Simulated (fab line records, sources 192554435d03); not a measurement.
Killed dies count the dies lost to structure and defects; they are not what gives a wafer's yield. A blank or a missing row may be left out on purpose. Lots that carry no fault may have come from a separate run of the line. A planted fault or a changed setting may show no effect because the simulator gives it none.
The tool behind it: which one? + flow n5-finfet + 10 lots, 27 wafers sampled, at 4 steps of a route of 1938

WHAT THE GAUGES READ, wafer by wafer
N5_PMOS_HMC_CHANNEL_EPI_THK_MEAS_22.
| lot  | measured    | on            | HMC_CMP_THK (nm) |
|------|-------------|---------------|------------------|
| L694 | day 1 19:49 | film-metro-01 | 52.7 54.2        |
| L695 | day 2 01:47 | film-metro-01 | 55.0 54.0 55.2   |
| L696 | day 2 07:35 | film-metro-01 | 53.9 52.8        |
| L698 | day 2 20:00 | film-metro-02 | 54.0 54.3 52.3   |
| L699 | day 3 02:02 | film-metro-01 | 41.0 39.8 40.3   |
| L701 | day 3 14:43 | film-metro-02 | 41.7 42.0 42.1   |
| L710 | day 5 19:41 | film-metro-01 | 55.5 53.7 55.7   |
| L711 | day 6 01:33 | film-metro-02 | 55.6 53.1 53.3   |
| L713 | day 6 14:23 | film-metro-02 | 54.7 54.5 54.5   |
| L715 | day 7 02:22 | film-metro-01 | 53.4 53.8        |

EACH LOT AND THE TOOL THAT RAN IT (in order: tool; ch and the chambers of the sampled wafers; start)
| lot  | N5_ZERO_LAYER_STRIP_24              | N5_WELL_APT_EPI_41             | N5_PMOS_HMC_CHANNEL_EPI_EPI_20 |
|------|-------------------------------------|--------------------------------|--------------------------------|
| L694 | plasma-asher-02 ch 1, day 1 13:01   | epi-rpcvd-03 ch 0, day 1 16:25 | epi-rpcvd-02 ch 0, day 1 18:17 |
| L695 | plasma-asher-01 ch 0,1, day 1 18:56 | epi-rpcvd-02 ch 0, day 1 22:19 | epi-rpcvd-03 ch 0, day 2 00:33 |
| L696 | plasma-asher-01 ch 1, day 2 00:55   | epi-rpcvd-01 ch 0, day 2 04:02 | epi-rpcvd-03 ch 0, day 2 06:09 |
| L698 | plasma-asher-02 ch 0, day 2 13:01   | epi-rpcvd-02 ch 0, day 2 16:34 | epi-rpcvd-04 ch 0, day 2 18:22 |
| L699 | plasma-asher-01 ch 0,1, day 2 19:14 | epi-rpcvd-02 ch 0, day 2 22:28 | epi-rpcvd-03 ch 0, day 3 00:41 |
| L701 | plasma-asher-02 ch 1, day 3 07:01   | epi-rpcvd-02 ch 0, day 3 11:14 | epi-rpcvd-03 ch 0, day 3 13:13 |
| L710 | plasma-asher-01 ch 0,1, day 5 12:54 | epi-rpcvd-01 ch 0, day 5 16:00 | epi-rpcvd-02 ch 0, day 5 17:40 |
| L711 | plasma-asher-01 ch 0,1, day 5 18:53 | epi-rpcvd-03 ch 0, day 5 21:55 | epi-rpcvd-02 ch 0, day 5 23:55 |
| L713 | plasma-asher-01 ch 0,1, day 6 06:55 | epi-rpcvd-03 ch 0, day 6 10:31 | epi-rpcvd-04 ch 0, day 6 12:44 |
| L715 | plasma-asher-01 ch 0,1, day 6 19:01 | epi-rpcvd-03 ch 0, day 6 22:52 | epi-rpcvd-02 ch 0, day 7 00:56 |
- N5_ZERO_LAYER_STRIP_24: strips in O2.
- N5_WELL_APT_EPI_41: deposits Si from SiH4/H2, target thk 50 nm, time 297.7 s.
- N5_PMOS_HMC_CHANNEL_EPI_EPI_20: deposits SiGe30, target thk 59 nm.

THE ANSWER, worked out from the rows above alone
Rule: the usual values come from the lots themselves. The widest of any qualifying gaps counts: lots, ordered by their means at a reading, are off when they make up no more than a third of the lots, leave a main group of 4 or more, and stand apart from it by 3 or more times the standard deviation of that group's means. If all means in a main group match to the digits the tables above print for the reading, that group is not used. A lot without any number at a reading at which 4 lots or more have one is off too. Where the step has rows for the other lots, those lots are counted as sound.
Off: L699, L701, seen at N5_PMOS_HMC_CHANNEL_EPI_THK_MEAS_22 (HMC_CMP_THK). The main group has a mean of 54.0 nm with a standard deviation of 0.6.
If a tool, at a process step before that reading, ran all the lots that are off and no sound lot after the first of them, it fits. The gauges at N5_PMOS_HMC_CHANNEL_EPI_THK_MEAS_22 are tried like those tools. Undecided on this evidence; 2 tools fit (epi-rpcvd-02 at N5_WELL_APT_EPI_41, epi-rpcvd-03 at N5_PMOS_HMC_CHANNEL_EPI_EPI_20).

WHAT THE SIMULATOR PUT IN
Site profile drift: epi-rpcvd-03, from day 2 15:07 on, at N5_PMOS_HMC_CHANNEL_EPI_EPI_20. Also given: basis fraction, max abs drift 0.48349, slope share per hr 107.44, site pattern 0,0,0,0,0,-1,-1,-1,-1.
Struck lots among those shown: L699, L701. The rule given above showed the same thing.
